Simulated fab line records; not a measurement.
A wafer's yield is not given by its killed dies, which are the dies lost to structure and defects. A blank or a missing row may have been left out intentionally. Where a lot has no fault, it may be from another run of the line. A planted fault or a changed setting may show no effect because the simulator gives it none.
Matching of chambers ; flow nand harc ; NHARC_A_CHANNEL_HOLE_D1_DESCUM_15 on rie diel-11 has 4 sister chambers
The step chemistry O2, time 3 s. 16 wafers are shown with their chamber, then 8 later ones without.

## EACH WAFER AND ITS CHAMBER
wafer;chamber;showerhead plenum p Torr (Torr);drypump motor current A (A);oes product au (a.u.)
L729.3;3;2.05;5.7;1.004
L729.4;0;1.84;6.6;0.987
L729.6;3;2.05;5.7;0.996
L737.3;3;2.05;5.6;1.005
L737.4;1;1.79;5.8;1.006
L737.6;0;1.84;6.6;0.992
L736.2;1;1.79;5.8;1.005
L736.3;2;1.95;6.4;0.993
L736.5;0;1.84;6.6;0.988
L738.2;1;1.79;5.8;0.995
L738.3;0;1.84;6.6;0.980
L738.5;2;1.95;6.4;0.987
L739.2;2;1.95;6.4;0.987
L739.5;1;1.79;5.8;1.000
L739.6;2;1.95;6.4;0.973
L740.1;2;1.94;6.4;0.992

SIGNATURES (averages over the wafers above)
reading;chamber 0;chamber 1;chamber 2;chamber 3;scatter within a chamber
showerhead plenum p Torr;1.8400;1.7900;1.9480;2.0500;0.00258
drypump motor current A;6.600;5.800;6.400;5.667;0.0236
oes product au;0.98675;1.00150;0.98640;1.00167;0.00616
Rule: a wafer's distance from a chamber is the root of the sum, over the readings, of the square of ((its reading less the chamber's mean) divided by the reading's scatter). The wafer belongs to the nearest chamber; if the next one is less than 2 further off, it can't be placed. The scatter: the root of (the sum of the squares of (reading less its chamber's mean) over the shown wafers, divided by (wafers less chambers)).

## WAFERS WITHOUT THEIR CHAMBER
wafer;showerhead plenum p Torr (Torr);drypump motor current A (A);oes product au (a.u.)
L740.2;1.84;6.6;0.994
L740.6;1.79;5.8;1.002
L749.1;2.05;5.6;0.993
L749.2;1.94;6.4;0.991
L749.4;1.79;5.8;1.000
L750.2;1.84;6.6;0.986
L750.4;1.94;6.4;0.995
L750.6;2.04;5.6;1.010

## CHAMBER TAKEN BY EACH
wafer;from the rows above;in truth
L740.2;0;0
L740.6;1;1
L749.1;3;3
L749.2;2;2
L749.4;1;1
L750.2;0;0
L750.4;2;2
L750.6;3;3
Placed correctly: 8 of 8. Left unplaced by these rows: 0. Number placed wrongly: 0.
